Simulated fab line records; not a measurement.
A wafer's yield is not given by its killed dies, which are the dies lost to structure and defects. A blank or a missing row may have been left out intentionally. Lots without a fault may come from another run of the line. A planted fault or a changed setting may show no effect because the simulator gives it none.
Chamber matching    flow n5 finfet    N5_FIN_SAQP_DESCUM_21 on rie diel-04 has 4 sister chambers
The step chemistry O2, time 7.9 s. 4 wafers are shown with their chamber, then 8 later ones without.

## WAFERS PAIRED WITH THEIR CHAMBERS
wafer   chamber  throttle valve pct (%)
L088.2  1        20.65
L088.5  0        20.36
L091.4  3        20.41
L093.1  2        20.88

## WAFERS WITHOUT THEIR CHAMBER
wafer   throttle valve pct (%)
L093.2  20.40
L093.4  20.42
L095.1  20.41
L095.4  20.41
L095.5  20.88
L096.3  20.41
L096.5  20.39
L096.6  20.43

## WHICH CHAMBER EACH WENT THROUGH
wafer    from the rows above       in truth
L093.2   3                         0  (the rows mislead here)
L093.4   3                         3
L095.1   3                         3
L095.4   3                         3
L095.5   2                         2
L096.3   3                         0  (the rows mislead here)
L096.5   can't be placed: 3 or 0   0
L096.6   3                         3
Correctly placed: 5 of 8. These rows do not allow placing 1 (true chamber among the candidates in 1). 2 placed wrongly.
How it was worked out, from the rows above alone: a wafer's distance from a chamber is the root of the sum, over the readings, of the square of ((its reading less the chamber's mean) divided by the reading's scatter). If the next closest chamber is less than 2 further off than the closest, the wafer can't be placed; otherwise it belongs to the closest. A chamber's mean is the mean of its shown wafers. The scatter: root of mean squared gap, hidden wafer to nearest shown wafer, with one shown wafer a chamber.
